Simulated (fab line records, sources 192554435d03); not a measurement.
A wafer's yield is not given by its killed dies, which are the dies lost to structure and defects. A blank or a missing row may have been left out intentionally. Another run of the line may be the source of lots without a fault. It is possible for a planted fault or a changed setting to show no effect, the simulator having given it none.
Matching of chambers :: flow n5-finfet :: N5_GATE_CUT_CMP_02 on cmp-03 has 4 sister chambers
The step polishes, stops on SiO2, t overpolish 12.7 s, target thk 0 nm. 4 wafers are shown with their chamber, then 12 later ones without.

== WAFERS PAIRED WITH THEIR CHAMBERS ==
wafer: L090.3
chamber: 0
motor-current-A (A): 9.1

wafer: L092.3
chamber: 2
motor-current-A (A): 7.4

wafer: L092.4
chamber: 1
motor-current-A (A): 8.6

wafer: L092.6
chamber: 3
motor-current-A (A): 8.7

== WAFERS WHOSE CHAMBER IS MISSING ==
wafer: L093.3
motor-current-A (A): 8.5

wafer: L093.4
motor-current-A (A): 7.1

wafer: L093.6
motor-current-A (A): 9.7

wafer: L095.2
motor-current-A (A): 7.5

wafer: L095.4
motor-current-A (A): 8.9

wafer: L095.6
motor-current-A (A): 9.4

wafer: L096.1
motor-current-A (A): 9.3

wafer: L096.5
motor-current-A (A): 9.1

wafer: L096.6
motor-current-A (A): 9.6

wafer: L097.1
motor-current-A (A): 9.5

wafer: L097.2
motor-current-A (A): 7.7

wafer: L097.3
motor-current-A (A): 8.3

== EACH ONE'S CHAMBER ==
wafer: L093.3
from the rows above: can't be placed: 1 or 3 or 0
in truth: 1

wafer: L093.4
from the rows above: 2
in truth: 2

wafer: L093.6
from the rows above: can't be placed: 0 or 3 or 1
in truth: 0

wafer: L095.2
from the rows above: 2
in truth: 2

wafer: L095.4
from the rows above: can't be placed: 0 or 3 or 1
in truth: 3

wafer: L095.6
from the rows above: can't be placed: 0 or 3 or 1
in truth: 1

wafer: L096.1
from the rows above: can't be placed: 0 or 3 or 1
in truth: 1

wafer: L096.5
from the rows above: can't be placed: 0 or 3 or 1
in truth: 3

wafer: L096.6
from the rows above: can't be placed: 0 or 3 or 1
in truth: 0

wafer: L097.1
from the rows above: can't be placed: 0 or 3 or 1
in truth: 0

wafer: L097.2
from the rows above: can't be placed: 2 or 1
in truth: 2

wafer: L097.3
from the rows above: can't be placed: 1 or 3 or 0 or 2
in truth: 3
2 of 12 placed correctly. Cannot be placed on the basis of these rows: 10; the candidates contain the true chamber in 10. Number placed wrongly: 0.
How it was worked out, from the rows above alone: a wafer's distance from a chamber is the root of the sum, over the readings, of the square of ((its reading less the chamber's mean) divided by the reading's scatter). If the next closest chamber is less than 2 further off than the closest, the wafer can't be placed; otherwise it belongs to the closest. For every chamber, the mean is computed from those of its wafers that are shown. The scatter (one wafer shown for each chamber): square how far every hidden wafer sits from the nearest shown wafer, average those squares and take the square root.
